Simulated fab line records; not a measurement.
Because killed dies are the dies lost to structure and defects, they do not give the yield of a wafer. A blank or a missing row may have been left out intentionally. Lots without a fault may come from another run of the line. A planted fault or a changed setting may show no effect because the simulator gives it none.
Chamber matching || flow n5 finfet || N5_HKMG_FIN_CMP_23 on cmp-04 has 4 sister chambers
The step polishes, stops on SiNx, t overpolish 10 s, target thk 46.326 nm. 8 wafers are shown with their chamber, then 9 later ones without.

== EACH WAFER AND ITS CHAMBER ==
{"wafer": "L076.2", "chamber": 1, "motor current A (A)": 11.8, "time to endpoint s (s)": 6.7}
{"wafer": "L077.1", "chamber": 1, "motor current A (A)": 12.4, "time to endpoint s (s)": 6.8}
{"wafer": "L077.2", "chamber": 3, "motor current A (A)": 9.6, "time to endpoint s (s)": 10.9}
{"wafer": "L081.3", "chamber": 2, "motor current A (A)": 11.5, "time to endpoint s (s)": 12.7}
{"wafer": "L081.6", "chamber": 2, "motor current A (A)": 11.5, "time to endpoint s (s)": 13.7}
{"wafer": "L086.3", "chamber": 0, "motor current A (A)": 11.0, "time to endpoint s (s)": 9.0}
{"wafer": "L086.5", "chamber": 0, "motor current A (A)": 10.7, "time to endpoint s (s)": 10.3}
{"wafer": "L086.6", "chamber": 3, "motor current A (A)": 9.1, "time to endpoint s (s)": 7.4}

== WAFERS WHOSE CHAMBER IS MISSING ==
{"wafer": "L090.3", "motor current A (A)": 11.0, "time to endpoint s (s)": 11.9}
{"wafer": "L090.4", "motor current A (A)": 11.6, "time to endpoint s (s)": 13.1}
{"wafer": "L090.5", "motor current A (A)": 10.1, "time to endpoint s (s)": 12.8}
{"wafer": "L093.1", "motor current A (A)": 11.7, "time to endpoint s (s)": 12.0}
{"wafer": "L093.2", "motor current A (A)": 11.1, "time to endpoint s (s)": 12.5}
{"wafer": "L093.5", "motor current A (A)": 11.1, "time to endpoint s (s)": 7.2}
{"wafer": "L097.1", "motor current A (A)": 11.0, "time to endpoint s (s)": 13.2}
{"wafer": "L097.4", "motor current A (A)": 11.1, "time to endpoint s (s)": 11.2}
{"wafer": "L097.6", "motor current A (A)": 9.6, "time to endpoint s (s)": 9.7}

== WHICH CHAMBER EACH ONE RAN IN ==
{"wafer": "L090.3", "from the rows above": "can't be placed: 0 or 2", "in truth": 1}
{"wafer": "L090.4", "from the rows above": 2, "in truth": 2}
{"wafer": "L090.5", "from the rows above": "can't be placed: 0 or 3 or 2", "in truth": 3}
{"wafer": "L093.1", "from the rows above": 2, "in truth": 2}
{"wafer": "L093.2", "from the rows above": "can't be placed: 2 or 0", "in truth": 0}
{"wafer": "L093.5", "from the rows above": "can't be placed: 0 or 1", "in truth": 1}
{"wafer": "L097.1", "from the rows above": "can't be placed: 2 or 0", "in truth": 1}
{"wafer": "L097.4", "from the rows above": "can't be placed: 0 or 2", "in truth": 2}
{"wafer": "L097.6", "from the rows above": 3, "in truth": 3}
Correct placement for 3 of the 9. These rows do not allow placing 6 (true chamber among the candidates in 4). Placed wrongly: 0.
How it was worked out, from the rows above alone: a wafer's distance from a chamber is the root of the sum, over the readings, of the square of ((its reading less the chamber's mean) divided by the reading's scatter). The wafer belongs to the nearest chamber; if the next one is less than 2 further off, it can't be placed. A chamber's mean is the mean of its shown wafers. How the scatter is found: for the shown wafers, subtract from each reading the mean of its chamber, square and add these, divide the total by (wafers less chambers), then take the root.
